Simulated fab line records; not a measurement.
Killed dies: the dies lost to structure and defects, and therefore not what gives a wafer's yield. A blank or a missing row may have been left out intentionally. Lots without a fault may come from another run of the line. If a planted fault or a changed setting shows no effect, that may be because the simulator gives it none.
Which tool is to blame? / flow n5-finfet / 11 lots, 31 wafers sampled, at 5 steps of a route of 1938

WHAT THE GAUGES READ, wafer by wafer
N5_MOL_CONTACT_COAG_INSPECT_57: inspects for defects (brightfield). Usual: raw-defect-count 207, standard deviation 52.
lot=L463; measured=day 5 20:54; on=defect-inspect-01; raw-defect-count=227 223 233; flag=
lot=L464; measured=day 6 01:28; on=defect-inspect-02; raw-defect-count=220 190; flag=
lot=L466; measured=day 6 16:34; on=defect-inspect-02; raw-defect-count=122 153 149; flag=
lot=L467; measured=day 6 16:55; on=defect-inspect-01; raw-defect-count=218 182 250; flag=
lot=L469; measured=day 7 02:11; on=defect-inspect-01; raw-defect-count=214 256 228; flag=
lot=L470; measured=day 7 10:03; on=defect-inspect-02; raw-defect-count=207 174; flag=
lot=L475; measured=day 8 20:38; on=defect-inspect-01; raw-defect-count=196 141 222; flag=
lot=L476; measured=day 9 00:05; on=defect-inspect-02; raw-defect-count=116 165 144; flag=
lot=L481; measured=day 10 07:02; on=defect-inspect-02; raw-defect-count=176 302 268; flag=
lot=L482; measured=day 10 09:17; on=defect-inspect-02; raw-defect-count=254 229 195; flag=
lot=L483; measured=day 10 13:50; on=defect-inspect-01; raw-defect-count=222 270 189; flag=

N5_MOL_CONTACT_COAG_OVL_MEAS_41. Usual: VD_OVL gives 0.1 nm (standard deviation 0.79).
lot=L463; measured=day 5 22:13; on=overlay-01; VD_OVL (nm)=0.4 0.7 -0.4; flag=
lot=L464; measured=day 6 03:01; on=overlay-01; VD_OVL (nm)=1.1 -0.1; flag=
lot=L466; measured=day 6 17:46; on=overlay-02; VD_OVL (nm)=0.0 0.7 0.5; flag=
lot=L467; measured=day 6 18:07; on=overlay-01; VD_OVL (nm)=1.0 -0.2 -0.2; flag=
lot=L469; measured=day 7 03:29; on=overlay-02; VD_OVL (nm)=0.8 -0.3 -0.2; flag=
lot=L470; measured=day 7 11:58; on=overlay-02; VD_OVL (nm)=0.2 -0.6; flag=
lot=L475; measured=day 8 22:34; on=overlay-02; VD_OVL (nm)=-0.6 -0.4 -1.0; flag=
lot=L476; measured=day 9 01:25; on=overlay-02; VD_OVL (nm)=-0.2 -0.7 -0.7; flag=
lot=L481; measured=day 10 08:32; on=overlay-01; VD_OVL (nm)=0.8 -0.4 0.1; flag=
lot=L482; measured=day 10 11:32; on=overlay-01; VD_OVL (nm)=0.5 -1.5 -0.1; flag=
lot=L483; measured=day 10 15:19; on=overlay-02; VD_OVL (nm)=-0.8 -1.8 -0.1; flag=

N5_BEOL_M4_RC_MEAS_101. Usual: DIBL_N 35.9 mV/V, standard deviation 1.6; DIBL_P 35.6 mV/V, standard deviation 2.1; IOFF_N 0.149 nA/um, standard deviation 0.029; IOFF_P 0.20 nA/um, standard deviation 0.033; ION_N 671 uA/um, standard deviation 11; ION_P 460 uA/um, standard deviation 7.3; SS_N 71.4 mV/dec, standard deviation 0.62; SS_P 73.2 mV/dec, standard deviation 0.65; VT_N 251 mV, standard deviation 3.1; VT_P -251 mV, standard deviation 3.4.
lot=L463; measured=day 8 12:00; on=prober-01; DIBL_N (mV/V)=34.8 35.9 33.8; DIBL_P (mV/V)=36.8 38.6 35.6; IOFF_N (nA/um)=0.153 0.169 0.124; IOFF_P (nA/um)=0.19 0.20 0.17; ION_N (uA/um)=687 676 654; ION_P (uA/um)=462 455 454; SS_N (mV/dec)=71.7 72.1 71.4; SS_P (mV/dec)=73.5 73.4 72.9; VT_N (mV)=252 252 260; VT_P (mV)=-255 -253 -256; flag=
lot=L464; measured=day 8 14:39; on=prober-02; DIBL_N (mV/V)=35.5 34.7; DIBL_P (mV/V)=36.8 35.0; IOFF_N (nA/um)=0.138 0.136; IOFF_P (nA/um)=0.18 0.16; ION_N (uA/um)=668 668; ION_P (uA/um)=454 452; SS_N (mV/dec)=71.2 71.5; SS_P (mV/dec)=73.5 72.3; VT_N (mV)=251 253; VT_P (mV)=-256 -256; flag=
lot=L466; measured=day 9 07:43; on=prober-02; DIBL_N (mV/V)=35.4 34.4 36.6; DIBL_P (mV/V)=33.4 31.4 34.7; IOFF_N (nA/um)=0.133 0.114 0.152; IOFF_P (nA/um)=0.18 0.15 0.19; ION_N (uA/um)=668 664 677; ION_P (uA/um)=459 456 459; SS_N (mV/dec)=70.8 71.0 71.3; SS_P (mV/dec)=72.8 72.5 73.8; VT_N (mV)=251 254 250; VT_P (mV)=-251 -254 -251; flag=
lot=L467; measured=day 9 04:26; on=prober-02; DIBL_N (mV/V)=36.4 35.6 36.7; DIBL_P (mV/V)=36.1 37.0 38.0; IOFF_N (nA/um)=0.144 0.144 0.158; IOFF_P (nA/um)=0.17 0.18 0.20; ION_N (uA/um)=659 665 668; ION_P (uA/um)=444 452 459; SS_N (mV/dec)=72.3 71.3 71.3; SS_P (mV/dec)=72.7 72.4 73.1; VT_N (mV)=252 250 251; VT_P (mV)=-258 -254 -252; flag=
lot=L469; measured=day 9 17:02; on=prober-01; DIBL_N (mV/V)=36.0 36.4 36.3; DIBL_P (mV/V)=38.9 37.9 38.7; IOFF_N (nA/um)=0.162 0.158 0.175; IOFF_P (nA/um)=0.24 0.22 0.24; ION_N (uA/um)=676 681 704; ION_P (uA/um)=477 468 480; SS_N (mV/dec)=70.3 71.3 71.8; SS_P (mV/dec)=73.6 73.6 73.8; VT_N (mV)=250 248 248; VT_P (mV)=-247 -248 -245; flag=
lot=L470; measured=day 10 06:55; on=prober-01; DIBL_N (mV/V)=32.7 35.6; DIBL_P (mV/V)=32.2 35.6; IOFF_N (nA/um)=0.106 0.159; IOFF_P (nA/um)=0.16 0.21; ION_N (uA/um)=651 677; ION_P (uA/um)=456 472; SS_N (mV/dec)=70.9 70.7; SS_P (mV/dec)=72.7 73.2; VT_N (mV)=256 247; VT_P (mV)=-254 -247; flag=
lot=L475; measured=day 11 14:14; on=prober-02; DIBL_N (mV/V)=34.7 35.5 37.9; DIBL_P (mV/V)=34.8 36.1 38.3; IOFF_N (nA/um)=0.127 0.143 0.178; IOFF_P (nA/um)=0.18 0.19 0.23; ION_N (uA/um)=663 675 670; ION_P (uA/um)=454 457 457; SS_N (mV/dec)=71.2 71.6 72.4; SS_P (mV/dec)=73.1 72.4 74.4; VT_N (mV)=253 252 251; VT_P (mV)=-252 -251 -249; flag=
lot=L476; measured=day 11 17:20; on=prober-01; DIBL_N (mV/V)=37.1 37.1 37.4; DIBL_P (mV/V)=35.7 36.3 37.6; IOFF_N (nA/um)=0.152 0.158 0.155; IOFF_P (nA/um)=0.18 0.19 0.20; ION_N (uA/um)=673 670 677; ION_P (uA/um)=462 464 460; SS_N (mV/dec)=71.7 72.0 72.0; SS_P (mV/dec)=73.0 73.3 73.9; VT_N (mV)=252 250 251; VT_P (mV)=-253 -253 -250; flag=
lot=L481; measured=day 12 19:22; on=prober-01; DIBL_N (mV/V)=35.7 33.7 36.3; DIBL_P (mV/V)=34.9 32.6 35.9; IOFF_N (nA/um)=0.132 0.110 0.150; IOFF_P (nA/um)=0.20 0.17 0.21; ION_N (uA/um)=672 651 664; ION_P (uA/um)=465 454 453; SS_N (mV/dec)=72.0 70.9 71.7; SS_P (mV/dec)=73.4 72.2 73.2; VT_N (mV)=254 254 252; VT_P (mV)=-250 -249 -248; flag=
lot=L482; measured=day 13 00:59; on=prober-02; DIBL_N (mV/V)=36.6 35.3 35.5; DIBL_P (mV/V)=35.6 35.2 34.1; IOFF_N (nA/um)=0.183 0.175 0.161; IOFF_P (nA/um)=0.23 0.23 0.20; ION_N (uA/um)=677 686 670; ION_P (uA/um)=466 469 457; SS_N (mV/dec)=72.1 71.3 72.1; SS_P (mV/dec)=73.3 73.8 73.5; VT_N (mV)=245 245 248; VT_P (mV)=-249 -248 -251; flag=
lot=L483; measured=day 13 12:37; on=prober-02; DIBL_N (mV/V)=36.8 38.7 39.1; DIBL_P (mV/V)=35.2 38.1 38.4; IOFF_N (nA/um)=0.157 0.199 0.213; IOFF_P (nA/um)=0.21 0.26 0.27; ION_N (uA/um)=681 683 697; ION_P (uA/um)=468 467 475; SS_N (mV/dec)=70.7 71.9 72.5; SS_P (mV/dec)=73.0 73.8 74.2; VT_N (mV)=253 245 244; VT_P (mV)=-250 -244 -248; flag=

TOOL THAT RAN EACH LOT (tool first, then ch and the chambers of the sampled wafers, then the start)
lot=L463; N5_MOL_CONTACT_COAG_ETCHBACK_132=rie-diel-02 ch 0,1,2, day 5 21:14; N5_MOL_CONTACT_COAG_COAT_34=litho-track-03 ch 0, day 5 21:47
lot=L464; N5_MOL_CONTACT_COAG_ETCHBACK_132=rie-diel-02 ch 2, day 6 01:49; N5_MOL_CONTACT_COAG_COAT_34=litho-track-03 ch 0, day 6 02:42
lot=L466; N5_MOL_CONTACT_COAG_ETCHBACK_132=rie-diel-06 ch 0,2, day 6 16:55; N5_MOL_CONTACT_COAG_COAT_34=litho-track-05 ch 0, day 6 17:28
lot=L467; N5_MOL_CONTACT_COAG_ETCHBACK_132=rie-diel-06 ch 1,2,3, day 6 17:16; N5_MOL_CONTACT_COAG_COAT_34=litho-track-03 ch 0, day 6 17:49
lot=L469; N5_MOL_CONTACT_COAG_ETCHBACK_132=rie-diel-02 ch 1,2,3, day 7 02:32; N5_MOL_CONTACT_COAG_COAT_34=litho-track-02 ch 0, day 7 03:04
lot=L470; N5_MOL_CONTACT_COAG_ETCHBACK_132=rie-diel-06 ch 1,2, day 7 11:07; N5_MOL_CONTACT_COAG_COAT_34=litho-track-03 ch 0, day 7 11:39
lot=L475; N5_MOL_CONTACT_COAG_ETCHBACK_132=rie-diel-02 ch 0,2,3, day 8 21:43; N5_MOL_CONTACT_COAG_COAT_34=litho-track-03 ch 0, day 8 22:15
lot=L476; N5_MOL_CONTACT_COAG_ETCHBACK_132=rie-diel-06 ch 0,2,3, day 9 00:34; N5_MOL_CONTACT_COAG_COAT_34=litho-track-03 ch 0, day 9 01:07
lot=L481; N5_MOL_CONTACT_COAG_ETCHBACK_132=rie-diel-02 ch 1,2,3, day 10 07:41; N5_MOL_CONTACT_COAG_COAT_34=litho-track-05 ch 0, day 10 08:13
lot=L482; N5_MOL_CONTACT_COAG_ETCHBACK_132=rie-diel-05 ch 0,1,3, day 10 10:34; N5_MOL_CONTACT_COAG_COAT_34=litho-track-05 ch 0, day 10 11:07
lot=L483; N5_MOL_CONTACT_COAG_ETCHBACK_132=rie-diel-06 ch 1,2, day 10 14:21; N5_MOL_CONTACT_COAG_COAT_34=litho-track-05 ch 0, day 10 14:53
- N5_MOL_CONTACT_COAG_ETCHBACK_132: etches SiO2 in CHF3, target depth 10 nm, time 6.7 s.
- N5_MOL_CONTACT_COAG_COAT_34: resist thk 40 nm.

AS READ BY THE TOOLS THEMSELVES (means over the sampled wafers that have a number; for cases with no such wafer, the mark the record gives instead)
N5_MOL_CONTACT_COAG_ETCHBACK_132. Usual: bias-w 170.0 W, standard deviation 0.48; drypump-motor-current-A 5.8 A, standard deviation 0.46; oes-product-au 0.77 a.u., standard deviation 0.056; rf-vpp-V 519 V, standard deviation 11; showerhead-plenum-p-Torr 2.41 Torr, standard deviation 0.04; throttle-valve-pct 18.82 %, standard deviation 0.22.
lot=L463; tool=rie-diel-02; bias-w (W)=170.4; drypump-motor-current-A (A)=6.0; oes-product-au (a.u.)=0.77; rf-vpp-V (V)=516; showerhead-plenum-p-Torr (Torr)=2.42; throttle-valve-pct (%)=18.81; flag=
lot=L464; tool=rie-diel-02; bias-w (W)=170.1; drypump-motor-current-A (A)=5.1; oes-product-au (a.u.)=0.73; rf-vpp-V (V)=511; showerhead-plenum-p-Torr (Torr)=2.39; throttle-valve-pct (%)=19.21; flag=
lot=L466; tool=rie-diel-06; bias-w (W)=169.5; drypump-motor-current-A (A)=5.8; oes-product-au (a.u.)=0.78; rf-vpp-V (V)=508; showerhead-plenum-p-Torr (Torr)=2.39; throttle-valve-pct (%)=18.76; flag=
lot=L467; tool=rie-diel-06; bias-w (W)=169.8; drypump-motor-current-A (A)=5.6; oes-product-au (a.u.)=0.79; rf-vpp-V (V)=519; showerhead-plenum-p-Torr (Torr)=2.43; throttle-valve-pct (%)=18.77; flag=
lot=L469; tool=rie-diel-02; bias-w (W)=170.1; drypump-motor-current-A (A)=5.8; oes-product-au (a.u.)=0.73; rf-vpp-V (V)=509; showerhead-plenum-p-Torr (Torr)=2.38; throttle-valve-pct (%)=18.94; flag=
lot=L470; tool=rie-diel-06; bias-w (W)=170.1; drypump-motor-current-A (A)=5.6; oes-product-au (a.u.)=0.74; rf-vpp-V (V)=514; showerhead-plenum-p-Torr (Torr)=2.42; throttle-valve-pct (%)=18.71; flag=
lot=L475; tool=rie-diel-02; bias-w (W)=170.3; drypump-motor-current-A (A)=5.8; oes-product-au (a.u.)=0.78; rf-vpp-V (V)=510; showerhead-plenum-p-Torr (Torr)=2.43; throttle-valve-pct (%)=18.98; flag=
lot=L476; tool=rie-diel-06; bias-w (W)=169.7; drypump-motor-current-A (A)=5.9; oes-product-au (a.u.)=0.76; rf-vpp-V (V)=516; showerhead-plenum-p-Torr (Torr)=2.39; throttle-valve-pct (%)=18.90; flag=
lot=L481; tool=rie-diel-02; bias-w (W)=169.7; drypump-motor-current-A (A)=5.7; oes-product-au (a.u.)=0.71; rf-vpp-V (V)=510; showerhead-plenum-p-Torr (Torr)=2.37; throttle-valve-pct (%)=18.97; flag=
lot=L482; tool=rie-diel-05; bias-w (W)=169.8; drypump-motor-current-A (A)=5.7; oes-product-au (a.u.)=0.80; rf-vpp-V (V)=528; showerhead-plenum-p-Torr (Torr)=2.43; throttle-valve-pct (%)=18.82; flag=
lot=L483; tool=rie-diel-06; bias-w (W)=170.2; drypump-motor-current-A (A)=5.6; oes-product-au (a.u.)=0.71; rf-vpp-V (V)=514; showerhead-plenum-p-Torr (Torr)=2.42; throttle-valve-pct (%)=18.79; flag=

N5_MOL_CONTACT_COAG_COAT_34. Usual: spin-speed-rpm 1500.2 rpm, standard deviation 1.1.
lot=L463; tool=litho-track-03; spin-speed-rpm (rpm)=1499.7; flag=
lot=L464; tool=litho-track-03; spin-speed-rpm (rpm)=1499.5; flag=
lot=L466; tool=litho-track-05; spin-speed-rpm (rpm)=1499.9; flag=
lot=L467; tool=litho-track-03; spin-speed-rpm (rpm)=1499.0; flag=
lot=L469; tool=litho-track-02; spin-speed-rpm (rpm)=1498.9; flag=
lot=L470; tool=litho-track-03; spin-speed-rpm (rpm)=1498.8; flag=
lot=L475; tool=litho-track-03; spin-speed-rpm (rpm)=1634.1; flag=OFF
lot=L476; tool=litho-track-03; spin-speed-rpm (rpm)=1634.5; flag=OFF
lot=L481; tool=litho-track-05; spin-speed-rpm (rpm)=1499.9; flag=
lot=L482; tool=litho-track-05; spin-speed-rpm (rpm)=1500.8; flag=
lot=L483; tool=litho-track-05; spin-speed-rpm (rpm)=1501.8; flag=

THE ANSWER, worked out from the rows above alone
Rule: a lot is off if the mean of its wafers that have a number lies more than 3 standard deviations from the usual mean. Also off: a lot with no number at a reading for which 4 or more lots have one. Any other lot the step has rows for is counted as sound. Order of review: gauges by route order, followed by the tools' own readings, for which a lot's mean as printed above is used. At the first step where some lot is off, the reading lying furthest off is the one used; lots without a number count as furthest.
Off, at N5_MOL_CONTACT_COAG_COAT_34 on spin-speed-rpm: L475, L476.
A tool fits if, at that step or a process step before it, it ran every lot that is off, and no sound lot after the first of them. One fits: N5_MOL_CONTACT_COAG_COAT_34 on litho-track-03. A fault onset in the window from L470 (day 7 11:39, its last sound lot) to L475 (day 8 22:15, its first lot off) fits.
The tool's own readings at N5_MOL_CONTACT_COAG_COAT_34 bear it out: on the lots that are off they differ by more than 5 times the standard deviation of the sound lots' means. spin-speed-rpm reads 1634.3 rpm there against 1499.8 rpm on the sound lots.

WHAT THE SIMULATOR PUT IN
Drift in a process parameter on litho-track-03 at N5_MOL_CONTACT_COAG_COAT_34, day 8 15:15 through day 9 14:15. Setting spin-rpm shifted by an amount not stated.
Shown lots that were struck: L475, L476. This agrees with what the rule above found.
